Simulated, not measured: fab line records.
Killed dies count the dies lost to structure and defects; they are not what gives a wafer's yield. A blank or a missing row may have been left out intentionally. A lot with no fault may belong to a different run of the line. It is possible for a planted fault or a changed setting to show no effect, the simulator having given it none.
Which of the tools did it? + flow n5Finfet + 20 lots, 60 wafers sampled, at 1 step of a route of 1938

WHAT THE GAUGES READ, wafer by wafer
N5_BEOL_M5_OVL_MEAS_12. Usual: M5_OVL 0.3 nm, standard deviation 0.74.
| lot  | measured     | on         | M5_OVL (nm)    | flag |
|------|--------------|------------|----------------|------|
| L074 | day 7 14:34  | overlay-01 | -0.4 0.1 0.0   |      |
| L075 | day 8 05:27  | overlay-02 | -0.5 0.8 1.3   |      |
| L078 | day 8 14:08  | overlay-02 | 0.4 0.3 -0.1   |      |
| L076 | day 8 16:29  | overlay-01 | -0.4 -0.2 -0.6 |      |
| L077 | day 8 16:48  | overlay-01 | -0.1 1.3 -0.4  |      |
| L080 | day 9 09:18  | overlay-01 | 0.1 1.0 0.2    |      |
| L081 | day 9 17:46  | overlay-02 | -0.4 1.2 -0.3  |      |
| L083 | day 9 19:34  | overlay-01 | -0.3 1.1 1.6   |      |
| L084 | day 10 02:44 | overlay-01 | 1.3 -0.5 1.3   |      |
| L085 | day 11 00:14 | overlay-02 | -0.4 0.7 -0.3  |      |
| L087 | day 11 06:07 | overlay-01 | 1.4 0.3 1.0    |      |
| L088 | day 11 09:06 | overlay-02 | 1.7 -0.3 0.5   |      |
| L089 | day 11 11:31 | overlay-01 | 1.2 0.0 -1.0   |      |
| L090 | day 12 01:26 | overlay-01 | 0.4 -0.7 1.1   |      |
| L092 | day 12 08:05 | overlay-01 | 0.3 -0.7 0.9   |      |
| L091 | day 12 08:26 | overlay-01 | 0.4 0.5 2.1    |      |
| L093 | day 12 16:53 | overlay-01 | -0.8 0.3 1.6   |      |
| L095 | day 13 02:57 | overlay-01 | 0.5 -0.8 1.3   |      |
| L094 | day 13 08:53 | overlay-01 | 0.1 -0.7 -1.3  |      |
| L096 | day 13 10:46 | overlay-01 | -0.5 1.1 0.2   |      |

WHICH TOOL RAN EACH LOT (tool, then ch and the chambers of the sampled wafers, then the start)
There is no process step in the record ahead of these readings.

AS READ BY THE TOOLS THEMSELVES (means over the sampled wafers that have a number; for cases with no such wafer, the mark the record gives instead)
The record holds no such reading with a usual standard deviation.

THE ANSWER, worked out from the rows above alone
Rule: a lot is off if the mean of its wafers that have a number lies more than 3 standard deviations from the usual mean. A lot without any number at a reading at which 4 lots or more have one is off too. Where the step has rows for the other lots, those lots are counted as sound. The gauges are gone through in route order, then the tools' own readings, and for those a lot's mean is taken as printed above. At the first step where some lot is off, the reading lying furthest off is the one used; lots without a number count as furthest.
Across all readings shown, no lot is off: no conclusion can be drawn from this.

WHAT THE SIMULATOR HAD INSERTED
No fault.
